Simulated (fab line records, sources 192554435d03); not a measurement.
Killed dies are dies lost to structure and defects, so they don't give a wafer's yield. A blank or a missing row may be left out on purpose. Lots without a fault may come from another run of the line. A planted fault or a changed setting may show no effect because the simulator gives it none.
fab line records | flow n5_finfet
record lots=24 wafers=72 last_day=17
route steps=1938 shown STI_FIN_REVEAL@207 DUMMY_GATE@218 SD_EPI_N@274 SD_EPI_P@314
lots that met no fault: from a run of the same line without faults
start_h: hours from the record's first day to the start of the lot's first wafer shown | wait_h: hours since the lot's step before | " the same as in the row above | L1.1+2: a row that stands for several wafers | - no value, or no start given | * or withheld: withheld | < > ~ a bound
route shown NAME@n: a module of which the file shows steps, and the number in the route of the first | usual: mean/standard deviation of fault-free wafers | same: alike in all rows | chamber/n: place in a boat | sites: the reading at each site | _std_site: their standard deviation | _edge_site: outer sites' mean less inner sites' | radius_mm: how far each site lies from the wafer's centre | mask NAME#n: copy n | behind: the tool/chamber that last shaped the wafer | hold: why the lot was held/for how many hours/how that ended | device: the transistor (n, p or np) that didn't switch | end of line: the same wafers' tests at the end of the route | a step without rows: its recipe alone | killed: dies lost to structure and defects at the first sort, not the wafer's yield | map: a wafer's dies, x killed, . not, _ none there
set.NAME: the setting as run; set.NAME@STEP: as run at that earlier step | model.NAME: the simulator's own value behind a step, which no gauge read
steps of the route over a sample of lots; a table a step, a row a wafer
services: from which hour (start_h, from the record's first day; less than 0 if before it) a tool's chamber was out of use, for how many hours, and why
## steps
# step N5_STI_FIN_REVEAL_CD_MEAS_22
# recipe target_cd_nm=6.238 pitch_nm=28 polarity=line
# usual cd_nm=6.23/0.27
# columns lot.wafer tool chamber start_h wait_h cd_nm
L074.1 cd_sem-01 - 38.07 0.0 6.80
L074.2 " - " " 6.29
L074.3 " - " " 6.85
L075.2 cd_sem-02 - 43.64 0.0 6.63
L075.5 " - " " 5.85
L075.6 " - " " 6.15
L076.3 cd_sem-02 - 52.81 0.0 5.94
L076.4 " - " " 5.96
L076.5 " - " " 5.94
L077.3 cd_sem-01 - 54.92 0.0 6.53
L077.5 " - " " 6.13
L077.6 " - " " 6.23
L078.2 cd_sem-03 - 60.35 0.0 6.36
L078.3 " - " " 6.70
L078.4 " - " " 5.56
L079.1 cd_sem-01 - 68.57 0.0 5.86
L079.3 " - " " 6.27
L079.4 " - " " 6.44
L080.2 cd_sem-01 - 74.26 0.0 6.36
L080.4 " - " " 5.98
L080.6 " - " " 6.18
L081.2 cd_sem-03 - 80.27 0.0 6.08
L081.5 " - " " 6.15
L081.6 " - " " 6.15
L082.1 cd_sem-01 - 86.09 0.0 6.27
L082.4 " - " " 6.82
L082.5 " - " " 6.30
L083.1 cd_sem-02 - 99.46 0.0 6.44
L083.4 " - " " 5.97
L083.6 " - " " 6.07
L084.1 cd_sem-02 - 100.24 0.0 6.58
L084.3 " - " " 6.02
L084.4 " - " " 5.99
L085.3 cd_sem-03 - 103.57 0.0 6.20
L085.5 " - " " 5.81
L085.6 " - " " 5.96
L086.1 cd_sem-03 - 109.00 0.0 6.07
L086.2 " - " " 6.63
L086.4 " - " " 5.74
L087.1 cd_sem-01 - 115.91 0.0 6.56
L087.3 " - " " 5.82
L087.6 " - " " 6.69
L088.1 cd_sem-01 - 124.94 0.0 6.20
L088.2 " - " " 6.22
L088.4 " - " " 6.18
L089.1 cd_sem-01 - 126.93 0.0 6.15
L089.2 " - " " 6.51
L089.4 " - " " 6.47
L090.3 cd_sem-01 - 135.03 0.0 6.44
L090.4 " - " " 6.22
L090.6 " - " " 6.23
L091.2 cd_sem-02 - 140.58 0.0 5.75
L091.3 " - " " 6.38
L091.5 " - " " 6.34
L092.2 cd_sem-01 - 147.87 0.0 6.30
L092.3 " - " " 5.72
L092.4 " - " " 6.01
L093.4 cd_sem-01 - 154.39 0.0 6.50
L093.5 " - " " 6.30
L093.6 " - " " 6.36
L094.1 cd_sem-02 - 159.09 0.0 5.99
L094.3 " - " " 6.31
L094.5 " - " " 6.11
L095.3 cd_sem-02 - 163.50 0.0 6.39
L095.4 " - " " 6.53
L095.5 " - " " 5.89
L096.3 cd_sem-02 - 169.21 0.0 6.32
L096.5 " - " " 6.51
L096.6 " - " " 6.36
L097.1 cd_sem-01 - 175.56 0.0 6.51
L097.3 " - " " 6.27
L097.5 " - " " 6.12
# step N5_DUMMY_GATE_CMP_04
# recipe material=a-Si post_cmp_clean=alkaline_brush
# usual motor_current_A=9.9/0.94 time_to_endpoint_s=13.4/2
# columns lot.wafer tool chamber start_h wait_h motor_current_A time_to_endpoint_s
L074.1 cmp-01 1 42.13 0.0 11.0 13.6
L074.2 " 2 " " 10.3 13.4
L074.3 " 0 " " 7.6 11.6
L075.2 cmp-04 2 47.76 0.1 9.9 6.1
L075.6 " 0 " " 9.9 11.0
L075.5 " 1 " " 10.0 13.2
L076.3 cmp-02 0 56.89 0.0 10.8 8.7
L076.4 " 3 " " 8.8 12.4
L076.5 " 1 " " 10.5 11.9
L077.3 cmp-01 1 59.03 0.1 10.6 14.7
L077.5 " 3 " " 9.0 12.6
L077.6 " 0 " " 8.2 11.3
L078.4 cmp-01 0 64.80 0.0 8.2 12.9
L078.2 " 1 " " 11.2 11.7
L078.3 " 3 " " 8.7 13.5
L079.3 cmp-02 2 72.67 0.0 11.6 14.0
L079.1 " 3 " " 8.7 14.9
L079.4 " 1 " " 10.5 14.9
L080.4 cmp-01 3 79.85 0.0 8.8 13.4
L080.2 " 2 " " 10.4 12.9
L080.6 " 3 " " 8.5 13.4
L081.2 cmp-01 0 84.43 0.1 7.6 13.3
L081.5 " 1 " " 10.9 14.8
L081.6 " 2 " " 10.3 14.1
L082.4 cmp-01 1 91.11 0.0 10.4 15.7
L082.1 " 2 " " 10.3 12.9
L082.5 " 2 " " 10.1 10.4
L083.1 cmp-04 1 103.54 0.0 9.5 17.3
L083.4 " 3 " " 10.1 18.7
L083.6 " 1 " " 9.8 17.4
L084.4 cmp-04 2 104.42 0.0 10.2 9.4
L084.1 " 0 " " 9.2 12.3
L084.3 " 1 " " 9.7 13.1
L085.3 cmp-04 2 108.07 0.0 10.0 11.9
L085.6 " 2 " " 9.9 11.7
L085.5 " 3 " " 10.8 17.7
L086.1 cmp-04 1 115.40 0.1 10.1 13.6
L086.2 " 2 " " 10.2 10.7
L086.4 " 3 " " 10.6 14.6
L087.1 cmp-04 0 119.97 0.0 9.1 15.0
L087.3 " 3 " " 10.0 17.0
L087.6 " 1 " " 9.7 15.5
L088.2 cmp-01 2 129.18 0.1 10.4 10.8
L088.4 " 3 " " 8.8 14.1
L088.1 " 0 " " 8.2 10.3
L089.2 cmp-01 3 131.01 0.0 9.2 10.9
L089.1 " 1 " " 10.7 12.0
L089.4 " 2 " " 10.2 11.4
L090.3 cmp-04 1 141.40 0.0 9.9 15.9
L090.4 " 2 " " 10.2 11.4
L090.6 " 2 " " 10.0 13.8
L091.3 cmp-02 3 144.84 0.1 8.6 13.6
L091.2 " 1 " " 10.3 13.2
L091.5 " 2 " " 11.5 14.3
L092.3 cmp-04 2 154.13 0.1 10.6 10.9
L092.2 " 3 " " 10.5 15.0
L092.4 " 0 " " 8.9 10.9
L093.4 cmp-04 3 158.47 0.1 10.5 14.4
L093.5 " 2 " " 9.9 11.9
L093.6 " 3 " " 10.6 15.8
L094.1 cmp-04 0 163.17 0.0 9.7 13.0
L094.3 " 3 " " 10.6 16.3
L094.5 " 0 " " 9.8 13.5
L095.4 cmp-04 2 169.53 0.2 10.5 14.5
L095.3 " 1 " " 9.9 16.2
L095.5 " 3 " " 10.5 18.1
L096.3 cmp-02 0 173.87 0.1 10.8 12.3
L096.5 " 0 " " 10.3 15.1
L096.6 " 1 " " 9.9 16.4
L097.3 cmp-01 0 179.70 0.0 8.0 10.7
L097.1 " 3 " " 8.8 10.7
L097.5 " 1 " " 10.6 14.1
# step N5_DUMMY_GATE_CD_MEAS_24
# recipe target_cd_nm=15
# usual cd_nm=15.0/0.43
# columns lot.wafer tool chamber start_h wait_h cd_nm
L074.1 cd_sem-02 - 47.81 0.1 15.2
L074.2 " - " " 15.0
L074.3 " - " " 15.3
L075.2 cd_sem-01 - 53.35 0.1 14.9
L075.5 " - " " 15.5
L075.6 " - " " 15.5
L076.3 cd_sem-02 - 62.76 0.1 15.7
L076.4 " - " " 15.3
L076.5 " - " " 15.3
L077.3 cd_sem-01 - 64.86 0.1 14.8
L077.5 " - " " 15.1
L077.6 " - " " 14.7
L078.2 cd_sem-03 - 70.54 0.1 15.1
L078.3 " - " " 14.9
L078.4 " - " " 15.2
L079.1 cd_sem-01 - 78.37 0.1 15.1
L079.3 " - " " 15.0
L079.4 " - " " 15.1
L080.2 cd_sem-03 - 85.49 0.1 15.6
L080.4 " - " " 15.2
L080.6 " - " " 14.5
L081.2 cd_sem-01 - 90.01 0.1 14.6
L081.5 " - " " 14.7
L081.6 " - " " 14.9
L082.1 cd_sem-02 - 96.83 0.1 14.8
L082.4 " - " " 14.5
L082.5 " - " " 14.4
L083.1 cd_sem-01 - 109.21 0.1 15.2
L083.4 " - " " 15.2
L083.6 " - " " 15.4
L084.1 cd_sem-01 - 112.99 0.1 14.9
L084.3 " - " " 15.1
L084.4 " - " " 14.6
L085.3 cd_sem-03 - 114.03 0.1 14.5
L085.5 " - " " 14.3
L085.6 " - " " 14.4
L086.1 cd_sem-01 - 121.06 0.1 14.7
L086.2 " - " " 15.1
L086.4 " - " " 15.2
L087.1 cd_sem-03 - 125.77 0.1 14.9
L087.3 " - " " 15.2
L087.6 " - " " 15.8
L088.1 cd_sem-01 - 134.88 0.1 15.7
L088.2 " - " " 15.2
L088.4 " - " " 14.9
L089.1 cd_sem-03 - 136.86 0.1 14.9
L089.2 " - " " 15.3
L089.4 " - " " 15.7
L090.3 cd_sem-02 - 148.93 0.1 15.0
L090.4 " - " " 15.3
L090.6 " - " " 15.0
L091.2 cd_sem-01 - 150.47 0.1 15.0
L091.3 " - " " 15.7
L091.5 " - " " 15.1
L092.2 cd_sem-02 - 159.77 0.1 14.4
L092.3 " - " " 15.0
L092.4 " - " " 15.0
L093.4 cd_sem-03 - 164.11 0.1 14.9
L093.5 " - " " 15.6
L093.6 " - " " 14.5
L094.1 cd_sem-03 - 168.84 0.1 15.5
L094.3 " - " " 14.5
L094.5 " - " " 15.3
L095.3 cd_sem-02 - 175.27 0.1 15.0
L095.4 " - " " 15.3
L095.5 " - " " 14.9
L096.3 cd_sem-02 - 179.50 0.1 15.8
L096.5 " - " " 15.3
L096.6 " - " " 15.2
L097.1 cd_sem-03 - 185.31 0.1 14.7
L097.3 " - " " 16.4
L097.5 " - " " 15.0
# step N5_SD_EPI_N_ETCH_34
# recipe chemistry=CF4 target=SiARC target_depth_a=455 mask_material=CAR-ArF-block time_s=75.8 ion_energy_ev=80 pressure_mtorr=40 source_w=545 bias_w=36 Ar_flow_sccm=100 cf4_flow_sccm=100 ends=cleared
# usual drypump_motor_current_A=5.8/0.42 etch_rf_on_time_s=75.9/1.7 oes_product_au=0.68/0.083 rf_vpp_V=184.1/1.2 showerhead_plenum_p_Torr=2.14/0.069 throttle_valve_pct=15.57/0.2
# columns lot.wafer tool chamber start_h wait_h drypump_motor_current_A etch_rf_on_time_s oes_product_au rf_hours_counter_h rf_vpp_V showerhead_plenum_p_Torr throttle_valve_pct
L074.1 rie_diel-03 0 49.26 0.0 5.7 79.3 0.58 231 182.5 2.12 15.78
L074.2 " 1 " " 6.3 79.7 0.60 229 183.6 2.20 15.84
L074.3 " 2 " " 4.8 74.7 0.62 218 184.1 2.12 15.83
L075.2 rie_diel-04 2 54.63 0.0 6.3 75.9 0.62 204 184.6 2.13 15.74
L075.5 " 3 " " 5.5 72.9 0.78 - 184.8 2.10 15.31
L075.6 " 0 " " 5.5 77.0 0.59 - 182.2 2.04 15.69
L076.3 rie_diel-02 3 64.33 0.0 6.3 77.8 0.62 166 185.2 2.22 15.34
L076.4 " 2 " " 5.9 75.1 0.67 124 181.4 2.06 15.55
L076.5 " 3 " " 6.3 77.6 0.62 - 184.8 2.22 15.36
L077.3 rie_diel-04 3 66.58 0.0 5.5 73.9 0.76 23 182.6 2.10 15.32
L077.5 " 1 " " 5.7 76.5 0.66 - 185.2 2.24 15.48
L077.6 " 0 " " 5.6 76.8 0.60 - 183.7 2.04 15.71
L078.2 rie_diel-03 0 71.98 0.0 5.8 78.6 0.58 235 184.1 2.12 15.81
L078.3 " 3 " " 6.1 76.9 0.79 14 185.0 2.18 15.46
L078.4 " 2 " " 4.8 74.9 0.61 227 183.8 2.12 15.84
L079.1 rie_diel-02 2 79.78 0.0 5.9 75.5 0.66 130 182.5 2.06 15.57
L079.3 " 0 " " 5.9 74.2 0.81 20 183.2 2.18 15.35
L079.4 " 1 " " 5.6 74.3 0.62 197 184.7 2.04 15.65
L080.2 rie_diel-02 1 87.64 0.0 5.6 74.6 0.61 198 182.6 2.04 15.66
L080.4 " 0 " " 5.9 75.3 0.80 21 185.2 2.18 15.33
L080.6 " 1 " " 5.6 74.6 0.61 - 181.8 2.04 15.64
L081.2 rie_diel-02 3 92.25 0.0 6.3 77.8 0.62 174 184.1 2.22 15.37
L081.5 " 1 " " 5.6 73.0 0.62 - 182.4 2.04 15.67
L081.6 " 3 " " 6.3 78.0 0.61 - 185.3 2.22 15.38
L082.1 rie_diel-02 1 98.12 0.0 5.6 73.8 0.60 203 181.8 2.04 15.64
L082.4 " 1 " " 5.6 73.7 0.61 - 182.4 2.04 15.66
L082.5 " 3 " " 6.3 77.9 0.62 - 184.9 2.21 15.37
L083.1 rie_diel-04 0 110.62 0.0 5.5 75.5 0.82 6 187.0 2.29 15.26
L083.4 " 1 " " 5.7 76.6 0.65 156 184.4 2.23 15.52
L083.6 " 3 " " 5.5 74.7 0.74 - 183.9 2.09 15.36
L084.1 rie_diel-02 0 114.59 0.0 5.9 74.4 0.79 27 185.1 2.18 15.35
L084.3 " 2 " " 5.9 76.0 0.65 144 183.2 2.06 15.58
L084.4 " 3 " " 6.3 77.7 0.61 179 184.7 2.21 15.37
L085.3 rie_diel-04 0 115.75 0.0 5.5 74.7 0.82 8 184.7 2.29 15.25
L085.5 " 2 " " 6.3 76.7 0.62 - 181.8 2.12 15.78
L085.6 " 3 " " 5.5 75.2 0.74 - 183.3 2.09 15.37
L086.1 rie_diel-03 2 123.03 0.0 4.8 75.7 0.60 249 183.1 2.11 15.88
L086.2 " 3 " " 6.1 77.0 0.75 35 184.2 2.17 15.48
L086.4 " 3 " " 6.1 76.4 0.75 - 184.1 2.17 15.48
L087.1 rie_diel-03 0 129.46 0.0 5.7 79.8 0.56 260 184.5 2.11 15.86
L087.3 " 3 " " 6.1 76.9 0.74 40 185.5 2.17 15.49
L087.6 " 0 " " 5.8 78.7 0.56 - 183.7 2.11 15.85
L088.1 rie_diel-03 2 136.48 0.0 4.8 74.7 0.60 258 184.2 2.11 15.90
L088.2 " 3 " " 6.1 75.8 0.75 44 184.6 2.17 15.49
L088.4 " 3 " " 6.1 75.7 0.73 - 186.1 2.17 15.51
L089.1 rie_diel-03 2 138.33 0.0 4.8 74.9 0.60 259 182.8 2.11 15.90
L089.2 " 0 " " 5.8 79.3 0.56 265 184.7 2.11 15.86
L089.4 " 0 " " 5.8 78.6 0.57 - 183.0 2.11 15.86
L090.3 rie_diel-04 3 151.05 0.0 5.5 74.2 0.73 51 182.2 2.09 15.38
L090.4 " 1 " " 5.7 75.9 0.65 167 184.2 2.23 15.53
L090.6 " 0 " " 5.5 75.5 0.80 - 184.0 2.29 15.29
L091.2 rie_diel-03 2 151.88 0.0 4.8 73.9 0.60 265 182.9 2.10 15.91
L091.3 " 3 " " 6.1 75.1 0.74 51 182.8 2.17 15.50
L091.5 " 1 " " 6.2 75.3 0.80 - 185.3 2.19 15.42
L092.2 rie_diel-03 1 161.05 0.0 6.3 76.6 0.79 10 184.6 2.19 15.42
L092.3 " 3 " " 6.1 76.3 0.72 55 183.8 2.17 15.51
L092.4 " 1 " " 6.2 77.0 0.78 - 184.7 2.19 15.42
L093.4 rie_diel-04 3 165.39 0.0 5.5 74.2 0.73 54 183.0 2.09 15.38
L093.5 " 0 " " 5.5 74.3 0.80 - 186.4 2.29 15.31
L093.6 " 1 " " 5.7 75.9 0.64 - 183.0 2.23 15.54
L094.1 rie_diel-02 2 170.27 0.0 5.9 74.5 0.64 167 182.1 2.05 15.64
L094.3 " 0 " " 5.9 73.8 0.76 49 184.2 2.18 15.42
L094.5 " 1 " " 5.6 74.0 0.59 - 182.5 2.03 15.74
L095.3 rie_diel-04 0 177.02 0.0 5.5 75.2 0.78 23 185.9 2.29 15.29
L095.4 " 1 " " 5.7 76.6 0.63 176 184.2 2.22 15.55
L095.5 " 1 " " 5.7 76.2 0.64 - 183.9 2.22 15.53
L096.3 rie_diel-03 3 180.91 0.0 6.1 77.8 0.72 64 184.8 2.16 15.53
L096.5 " 0 " " 5.8 74.5 0.82 - 185.0 2.11 15.35
L096.6 " 3 " " 6.1 78.5 0.71 - 185.3 2.17 15.54
L097.1 rie_diel-03 3 187.99 0.0 6.1 75.9 0.72 66 185.3 2.16 15.54
L097.3 " 0 " " 5.7 72.9 0.81 8 183.3 2.11 15.36
L097.5 " 0 " " 5.7 73.8 0.81 - 184.8 2.11 15.35
# step N5_SD_EPI_N_ETCH_45
# recipe chemistry=CH3F/O2 target=SiOCN target_depth_a=60 mask_material=SOC ion_energy_ev=60 bias_w=29 pressure_mtorr=15 source_w=410 Ar_flow_sccm=150 CH3F_flow_sccm=30 O2_flow_sccm=20
# usual drypump_motor_current_A=5.8/0.42 oes_product_au=0.79/0.099 rf_vpp_V=127.4/1.1 showerhead_plenum_p_Torr=2.00/0.07 throttle_valve_pct=23.30/0.2
# columns lot.wafer tool chamber start_h wait_h drypump_motor_current_A oes_product_au rf_hours_counter_h rf_vpp_V showerhead_plenum_p_Torr throttle_valve_pct
L074.1 rie_diel-03 0 49.74 0.1 5.7 0.68 231 126.6 1.98 23.53
L074.2 " 1 " " 6.2 0.70 229 129.1 2.07 23.61
L074.3 " 2 " " 4.8 0.72 218 126.7 1.98 23.59
L075.2 rie_diel-04 2 55.11 0.1 6.3 0.73 204 127.1 1.99 23.53
L075.5 " 3 " " 5.4 0.90 - 127.0 1.95 22.96
L075.6 " 0 " " 5.5 0.70 - 126.0 1.90 23.30
L076.3 rie_diel-02 3 64.81 0.1 6.3 0.74 166 127.7 2.08 22.97
L076.4 " 2 " " 5.9 0.79 124 126.7 1.93 23.26
L076.5 " 3 " " 6.3 0.73 - 127.0 2.08 22.98
L077.3 rie_diel-04 3 67.06 0.1 5.5 0.89 23 127.6 1.94 22.98
L077.5 " 1 " " 5.7 0.77 - 129.9 2.09 23.18
L077.6 " 0 " " 5.5 0.69 - 125.4 1.90 23.31
L078.2 rie_diel-03 0 72.46 0.1 5.8 0.68 235 125.7 1.98 23.54
L078.3 " 3 " " 6.1 0.94 14 129.0 2.03 23.18
L078.4 " 2 " " 4.8 0.72 227 128.8 1.98 23.58
L079.1 rie_diel-02 2 80.26 0.1 5.9 0.77 130 128.5 1.92 23.27
L079.3 " 0 " " 5.9 0.95 20 128.5 2.04 23.21
L079.4 " 1 " " 5.6 0.71 197 126.5 1.89 23.24
L080.2 rie_diel-02 1 88.12 0.1 5.6 0.71 199 126.4 1.89 23.26
L080.4 " 0 " " 5.9 0.95 22 127.6 2.04 23.20
L080.6 " 1 " " 5.6 0.71 - 126.6 1.89 23.25
L081.2 rie_diel-02 3 92.73 0.1 6.3 0.72 174 127.2 2.07 22.99
L081.5 " 1 " " 5.6 0.72 - 126.1 1.89 23.25
L081.6 " 3 " " 6.3 0.73 - 128.7 2.07 22.98
L082.1 rie_diel-02 1 98.60 0.1 5.6 0.71 203 126.7 1.89 23.26
L082.4 " 1 " " 5.6 0.71 - 125.6 1.89 23.23
L082.5 " 3 " " 6.3 0.72 - 128.9 2.07 23.00
L083.1 rie_diel-04 0 111.10 0.1 5.5 0.97 6 128.3 2.15 23.17
L083.4 " 1 " " 5.7 0.77 157 128.8 2.09 23.21
L083.6 " 3 " " 5.6 0.85 - 128.6 1.94 22.99
L084.1 rie_diel-02 0 115.07 0.1 5.9 0.94 27 128.4 2.03 23.20
L084.3 " 2 " " 5.9 0.76 145 126.7 1.92 23.28
L084.4 " 3 " " 6.3 0.73 179 128.6 2.07 22.99
L085.3 rie_diel-04 0 116.23 0.1 5.5 0.96 8 129.1 2.15 23.16
L085.5 " 2 " " 6.3 0.72 - 126.8 1.99 23.54
L085.6 " 3 " " 5.5 0.85 - 128.9 1.94 23.01
L086.1 rie_diel-03 2 123.51 0.1 4.8 0.69 250 126.9 1.97 23.62
L086.2 " 3 " " 6.1 0.89 36 127.6 2.03 23.20
L086.4 " 3 " " 6.1 0.89 - 126.0 2.03 23.19
L087.1 rie_diel-03 0 129.94 0.1 5.8 0.67 260 127.1 1.97 23.59
L087.3 " 3 " " 6.1 0.88 40 126.7 2.03 23.21
L087.6 " 0 " " 5.7 0.66 - 127.6 1.97 23.56
L088.1 rie_diel-03 2 136.96 0.1 4.8 0.69 258 127.1 1.97 23.63
L088.2 " 3 " " 6.1 0.87 44 126.9 2.02 23.19
L088.4 " 3 " " 6.1 0.87 - 127.6 2.02 23.21
L089.1 rie_diel-03 2 138.81 0.1 4.8 0.70 259 126.4 1.97 23.64
L089.2 " 0 " " 5.8 0.66 265 127.3 1.97 23.58
L089.4 " 0 " " 5.8 0.66 - 126.2 1.97 23.59
L090.3 rie_diel-04 3 151.53 0.1 5.5 0.84 51 127.9 1.94 23.00
L090.4 " 1 " " 5.7 0.76 167 128.2 2.08 23.22
L090.6 " 0 " " 5.5 0.92 - 129.5 2.14 23.17
L091.2 rie_diel-03 2 152.36 0.1 4.8 0.69 266 126.1 1.97 23.64
L091.3 " 3 " " 6.1 0.87 52 127.8 2.02 23.22
L091.5 " 1 " " 6.2 0.95 - 127.5 2.06 23.45
L092.2 rie_diel-03 1 161.53 0.1 6.3 0.93 10 129.0 2.06 23.44
L092.3 " 3 " " 6.1 0.87 55 126.5 2.02 23.23
L092.4 " 1 " " 6.3 0.92 - 128.4 2.06 23.44
L093.4 rie_diel-04 3 165.87 0.1 5.5 0.85 54 128.5 1.93 23.02
L093.5 " 0 " " 5.5 0.93 - 128.0 2.14 23.18
L093.6 " 1 " " 5.7 0.76 - 128.5 2.08 23.22
L094.1 rie_diel-02 2 170.75 0.1 5.9 0.74 167 125.5 1.91 23.31
L094.3 " 0 " " 5.9 0.89 50 127.6 2.03 23.26
L094.5 " 1 " " 5.6 0.68 - 125.7 1.88 23.30
L095.3 rie_diel-04 0 177.65 0.2 5.6 0.91 23 130.0 2.14 23.19
L095.4 " 1 " " 5.7 0.75 176 129.0 2.08 23.23
L095.5 " 1 " " 5.7 0.75 - 129.1 2.08 23.23
L096.3 rie_diel-03 3 181.39 0.1 6.1 0.83 64 126.2 2.02 23.23
L096.5 " 0 " " 5.7 0.95 - 126.9 1.96 23.25
L096.6 " 3 " " 6.1 0.83 - 127.8 2.02 23.24
L097.1 rie_diel-03 3 188.48 0.1 6.1 0.84 66 125.2 2.02 23.24
L097.3 " 0 " " 5.8 0.95 8 125.9 1.96 23.25
L097.5 " 0 " " 5.7 0.96 - 125.6 1.96 23.24
# step N5_SD_EPI_P_SD_RECESS_17
# recipe chemistry=HBr/Cl2/O2 target_depth_a=391 bt_time_s=3 pressure_mtorr=10 icp_w=800 bias_w=112 HBr_flow_sccm=150 Cl2_flow_sccm=80 O2_flow_sccm=12
# usual drypump_motor_current_A=5.6/0.38 oes_product_au=1.003/0.016 throttle_valve_pct=36.9/0.34
# columns lot.wafer tool chamber start_h wait_h drypump_motor_current_A oes_product_au rf_hours_counter_h throttle_valve_pct
L074.1 rie_si-03 3 54.34 0.0 6.0 1.009 60 37.0
L074.2 " 0 " " 6.0 0.972 151 36.7
L074.3 " 2 " " 6.0 1.014 2 37.0
L075.2 rie_si-05 3 60.11 0.0 5.5 0.994 182 37.3
L075.5 " 1 " " 5.1 1.003 - 37.6
L075.6 " 2 " " 5.4 0.985 - 36.5
L076.3 rie_si-05 0 69.41 0.0 6.1 1.021 79 36.5
L076.4 " 2 " " 5.4 0.979 51 36.5
L076.5 " 1 " " 5.1 1.002 - 37.6
L077.3 rie_si-03 3 72.99 0.0 6.0 1.007 60 37.0
L077.5 " 0 " " 6.0 0.972 - 36.7
L077.6 " 3 " " 6.0 1.009 - 36.9
L078.2 rie_si-03 3 77.12 0.0 6.0 1.008 60 37.0
L078.3 " 2 " " 6.0 1.021 2 37.0
L078.4 " 0 " " 6.0 0.976 152 36.7
L079.1 rie_si-01 0 85.72 0.0 5.7 1.002 134 37.2
L079.3 " 2 " " 5.3 0.993 185 36.3
L079.4 " 1 " " 5.5 1.022 155 37.1
L080.2 rie_si-03 0 92.78 0.0 6.0 0.969 152 36.7
L080.4 " 2 " " 6.0 1.015 2 37.0
L080.6 " 3 " " 6.0 1.004 - 37.0
L081.2 rie_si-03 2 98.25 0.0 6.0 1.031 2 37.0
L081.5 " 2 " " 6.0 1.018 - 37.0
L081.6 " 3 " " 6.0 1.012 - 37.0
L082.1 rie_si-01 1 103.97 0.0 5.6 1.031 156 37.1
L082.4 " 2 " " 5.3 0.998 186 36.3
L082.5 " 0 " " 5.7 0.994 - 37.2
L083.1 rie_si-05 0 115.94 0.0 6.1 1.011 80 36.5
L083.4 " 1 " " 5.2 1.005 28 37.6
L083.6 " 2 " " 5.4 0.983 - 36.5
L084.1 rie_si-03 2 119.68 0.0 6.0 1.016 3 37.0
L084.3 " 1 " " 5.9 1.018 142 36.9
L084.4 " 0 " " 6.0 0.964 153 36.7
L085.3 rie_si-03 1 120.72 0.0 5.9 1.008 142 36.9
L085.5 " 1 " " 5.8 1.004 - 36.9
L085.6 " 2 " " 6.0 1.019 - 37.0
L086.1 rie_si-01 1 128.23 0.0 5.5 1.025 156 37.1
L086.2 " 2 " " 5.3 1.001 186 36.3
L086.4 " 3 " " 4.9 1.016 59 37.3
L087.1 rie_si-01 0 134.45 0.0 5.7 0.990 135 37.2
L087.3 " 1 " " 5.5 1.022 156 37.1
L087.6 " 1 " " 5.5 1.020 - 37.1
L088.1 rie_si-03 3 142.42 0.0 6.0 1.012 62 36.9
L088.2 " 0 " " 6.0 0.973 153 36.7
L088.4 " 2 " " 6.0 1.013 3 37.0
L089.1 rie_si-03 2 143.32 0.0 6.0 1.018 3 37.0
L089.2 " 3 " " 6.0 1.007 62 37.0
L089.4 " 0 " " 6.0 0.976 153 36.7
L090.3 rie_si-01 0 156.19 0.0 5.7 1.003 135 37.2
L090.4 " 1 " " 5.5 1.029 157 37.1
L090.6 " 3 " " 4.9 1.016 - 37.3
L091.2 rie_si-05 0 157.31 0.0 6.1 1.003 80 36.5
L091.3 " 3 " " 5.5 0.983 184 37.3
L091.5 " 0 " " 6.1 1.009 - 36.5
L092.2 rie_si-05 1 166.20 0.0 5.1 1.001 29 37.6
L092.3 " 0 " " 6.1 0.999 80 36.5
L092.4 " 2 " " 5.4 0.980 53 36.5
L093.4 rie_si-01 1 170.65 0.0 5.5 1.019 157 37.1
L093.5 " 0 " " 5.7 1.002 - 37.2
L093.6 " 3 " " 4.9 1.014 - 37.3
L094.1 rie_si-03 2 176.24 0.0 6.0 1.018 4 37.0
L094.3 " 0 " " 6.0 0.964 153 36.7
L094.5 " 1 " " 5.9 1.012 - 36.9
L095.3 rie_si-01 0 182.13 0.0 5.7 0.996 136 37.2
L095.4 " 2 " " 5.3 0.996 187 36.3
L095.5 " 3 " " 4.9 1.007 - 37.3
L096.3 rie_si-01 3 186.51 0.0 4.9 1.004 60 37.3
L096.5 " 2 " " 5.3 1.001 - 36.3
L096.6 " 3 " " 4.9 1.006 - 37.3
L097.1 rie_si-01 2 193.08 0.0 5.3 0.997 187 36.3
L097.3 " 1 " " 5.5 1.022 157 37.1
L097.5 " 3 " " 4.9 1.003 - 37.3
## services
# columns tool chamber start_h hours kind
cmp-04 - 23.29 1.4 repair
cmp-01 - 29.97 5.7 pm
rie_diel-02 - 34.89 0.7 repair
cmp-04 - 41.70 4.0 pm
rie_diel-02 1 56.93 4.6 repair
rie_diel-03 0 57.56 11.0 repair
rie_diel-04 2 58.03 14.0 repair
cmp-04 - 60.07 1.3 repair
rie_si-01 - 69.17 2.8 pm
rie_si-01 1 74.25 6.1 repair
rie_diel-02 0 91.45 11.1 repair
cmp-04 - 97.58 0.8 repair
rie_diel-02 3 99.64 9.0 repair
cmp-01 - 100.42 13.8 pm
rie_si-03 - 116.19 2.8 pm
rie_diel-02 3 117.67 8.6 repair
cmp-01 - 121.61 1.0 repair
rie_diel-04 - 122.84 15.6 pm
cmp-04 - 128.05 1.6 repair
rie_si-01 - 135.58 0.1 repair
cmp-01 - 147.65 1.7 repair
cmp-04 - 168.60 0.6 repair
cmp-04 - 176.36 1.2 repair
cmp-01 - 180.66 6.0 pm
## key
fault none
